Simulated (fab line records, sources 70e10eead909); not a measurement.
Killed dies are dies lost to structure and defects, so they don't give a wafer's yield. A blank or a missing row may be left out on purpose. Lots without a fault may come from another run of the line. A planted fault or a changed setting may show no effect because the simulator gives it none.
Chamber matching | flow nand_harc | NHARC_A_M1_DESCUM_14 on rie_diel-08: 4 sister chambers
The step chemistry O2, time 3 s. 16 wafers are shown with their chamber, then 8 later ones without.

WAFERS WITH THEIR CHAMBER
wafer  | chamber | oes_product_au (a.u.) | rf_vpp_V (V) | throttle_valve_pct (%)
L077.1 | 1       | 0.984                 | 56.6         | 11.310
L077.5 | 0       | 1.006                 | 56.9         | 11.295
L077.6 | 1       | 0.993                 | 58.4         | 11.299
L078.1 | 2       | 1.001                 | 58.3         | 11.316
L078.4 | 3       | 0.994                 | 57.4         | 11.302
L078.5 | 3       | 0.988                 | 58.0         | 11.331
L079.1 | 1       | 0.980                 | 58.0         | 11.310
L079.3 | 0       | 0.976                 | 58.6         | 11.304
L079.5 | 3       | 0.982                 | 58.1         | 11.317
L081.1 | 0       | 0.984                 | 60.0         | 11.319
L081.2 | 2       | 1.003                 | 59.2         | 11.312
L081.4 | 1       | 0.975                 | 58.3         | 11.304
L083.1 | 3       | 0.997                 | 57.1         | 11.307
L083.4 | 0       | 0.993                 | 59.2         | 11.299
L083.5 | 1       | 0.993                 | 57.7         | 11.312
L090.1 | 0       | 0.998                 | 57.5         | 11.319

SIGNATURES (means of the wafers above)
reading            | chamber 0 | chamber 1 | chamber 2 | chamber 3 | scatter within a chamber
oes_product_au     | 0.99140   | 0.98500   | 1.00200   | 0.99025   | 0.00885
rf_vpp_V           | 58.440    | 57.800    | 58.750    | 57.650    | 0.889
throttle_valve_pct | 11.30720  | 11.30700  | 11.31400  | 11.31425  | 0.00966
Rule: a wafer's distance from a chamber is the root of the sum, over the readings, of the square of ((its reading less the chamber's mean) divided by the reading's scatter). The wafer belongs to the nearest chamber; if the next one is less than 2 further off, it can't be placed. The scatter: the root of (the sum of the squares of (reading less its chamber's mean) over the shown wafers, divided by (wafers less chambers)).

WAFERS WITHOUT THEIR CHAMBER
wafer  | oes_product_au (a.u.) | rf_vpp_V (V) | throttle_valve_pct (%)
L090.3 | 0.990                 | 58.7         | 11.305
L090.6 | 0.984                 | 58.3         | 11.315
L093.1 | 1.005                 | 57.3         | 11.310
L093.3 | 0.991                 | 58.5         | 11.322
L093.5 | 0.998                 | 58.7         | 11.309
L096.4 | 0.994                 | 58.5         | 11.311
L096.5 | 1.007                 | 56.4         | 11.309
L096.6 | 0.996                 | 59.5         | 11.315

WHICH CHAMBER EACH WENT THROUGH
wafer  | from the rows above               | in truth
L090.3 | can't be placed: 0 or 1 or 3 or 2 | 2
L090.6 | can't be placed: 1 or 3 or 0 or 2 | 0
L093.1 | can't be placed: 2 or 3 or 0 or 1 | 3
L093.3 | can't be placed: 3 or 2 or 0 or 1 | 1
L093.5 | can't be placed: 2 or 0 or 3 or 1 | 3
L096.4 | can't be placed: 0 or 2 or 3 or 1 | 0
L096.5 | can't be placed: 3 or 2 or 0 or 1 | 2
L096.6 | can't be placed: 2 or 0 or 3 or 1 | 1
Placed correctly: 0 of 8. Can't be placed from these rows: 8 (the true chamber is among the candidates in 8). Placed wrongly: 0.
